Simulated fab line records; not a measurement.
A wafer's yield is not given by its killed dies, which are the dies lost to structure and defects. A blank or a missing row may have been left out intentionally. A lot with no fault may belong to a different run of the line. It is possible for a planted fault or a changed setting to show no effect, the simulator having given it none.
Comparing a struck lot with a sound one || flow nand-harc || 15 steps out of a route of 1159
Sound: the wafers L210.1, L210.2, L210.3. Wafers L204.2, L204.3, L204.5 were the ones struck. Last of all comes the cause.
Each step with rows lists, per side, the tool, then ch with its chambers, then its first start. Under that, the readings that differ: sound wafers || struck wafers || difference of the means || sigmas: that difference in standard deviations of wafers without a fault.
alike: readings with means less than 2 such deviations apart, plus words and numbers identical on both sides. not compared: withheld readings, readings lacking a value on some wafer, bounds such as >300 that could conceal the same value, and numbers that have no deviation in the record and whose values overlap.
Wherever a step has rows on one side only, a row that says differs or no value, or a row with sigmas, the two part there. Numbers that have no deviation but don't overlap get no sigmas and don't part them. Lack of a reading on every wafer of one side parts them only where that side has two or more wafers.

first, 3 steps without rows for these wafers: NHARC_A_BONDPAD_EXPOSE_06 (exposes mask A BPAD); NHARC_A_BONDPAD_PEB_07 (peb time 80 s); NHARC_A_BONDPAD_DEVELOP_08 (time 50 s).
NHARC_A_BONDPAD_CD_MEAS_09 targets a cd of 500 nm.
  sound on cd-sem-02 ch 0, day 22 07:52; struck on cd-sem-02 ch 0, day 20 20:40
  alike: cd-nm
NHARC_A_BONDPAD_OVL_MEAS_35:
  sound: overlay-02 at day 22 07:58; struck: overlay-02 at day 20 20:46
  alike: overlay-x-nm, overlay-y-nm
then, 1 step without rows for these wafers: NHARC_A_BONDPAD_HARDBAKE_10 (time 65 s).
NHARC_A_BONDPAD_DESCUM_11: chemistry O2, time 3 s.
  sound on rie-diel-06 ch 1,2,3, day 22 08:05; struck on rie-diel-06 ch 1,2,3, day 20 20:54
  alike: drypump-motor-current-A, oes-product-au, rf-vpp-V, showerhead-plenum-p-Torr, throttle-valve-pct
  not compared: rf-hours-counter-h
then, 1 step without rows for these wafers: NHARC_A_BONDPAD_ETCH_34 (etches the open film in N2/H2, target depth 60 nm, overetch 18 nm, time 65.91 s).
NHARC_A_BONDPAD_ETCH_12: etches the open film in CHF3/O2, target depth 220 nm, time 110 s.
  sound on rie-diel-06 ch 1,2,3; struck on rie-diel-06 ch 1,2
  alike: drypump-motor-current-A, oes-product-au, rf-vpp-V, showerhead-plenum-p-Torr, throttle-valve-pct
  not compared: rf-hours-counter-h
NHARC_A_BONDPAD_CD_MEAS_13:
  sound: cd-sem-02 at day 22 08:24; struck: cd-sem-01 at day 20 21:12
  alike: cd-nm
NHARC_A_BONDPAD_STRIP_15: strips in O2.
  sound on rie-diel-06 ch 0,1,3, day 22 08:28; struck on rie-diel-10 ch 0,2, day 20 21:17
  alike: chamber-pressure-mTorr, drypump-motor-current-A, oes-product-au, rf-vpp-V, showerhead-plenum-p-Torr, throttle-valve-pct
  not compared: rf-hours-counter-h
NHARC_A_BONDPAD_ETCH_24: etches the open film in CF4/N2, target depth 30 nm, time 72.99 s.
  sound on rie-diel-06 ch 1,2,3; struck on rie-diel-10 ch 0,2
  alike: cf4-flow-sccm, drypump-motor-current-A, oes-product-au, rf-vpp-V, showerhead-plenum-p-Torr, throttle-valve-pct
  not compared: rf-hours-counter-h
NHARC_A_BONDPAD_STRIP_16: strips in post etch residue remover, time 600 s.
  sound on wet-bench-10 ch 0,6,7, day 22 08:47; struck on wet-bench-08 ch 0,5,7, day 20 21:34
  no value came back on the struck wafers for bath-heat-duty-pct (%), run-length-s (s); on the sound wafers bath-heat-duty-pct (%) reads 14.3 16.4 12.9
NHARC_A_BONDPAD_DEGAS_25: time 60 s.
  sound: pvd-sputter-02 at day 22 09:02; struck: pvd-sputter-01 at day 20 21:50
  alike: heater-power-w, susceptor-temp-C
NHARC_END_SORT_01:
  the record has rows for the sound wafers here (prober-01 ch 0, day 23 16:05) and none for the struck ones

WHERE THEY PART
Earliest at NHARC_A_BONDPAD_STRIP_16; latest, in this record, at NHARC_END_SORT_01.

WHY: whatever the simulator had introduced
Step skipped in full: wet-bench-08, at NHARC_A_BONDPAD_STRIP_16, from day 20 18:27 onward. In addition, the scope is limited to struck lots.
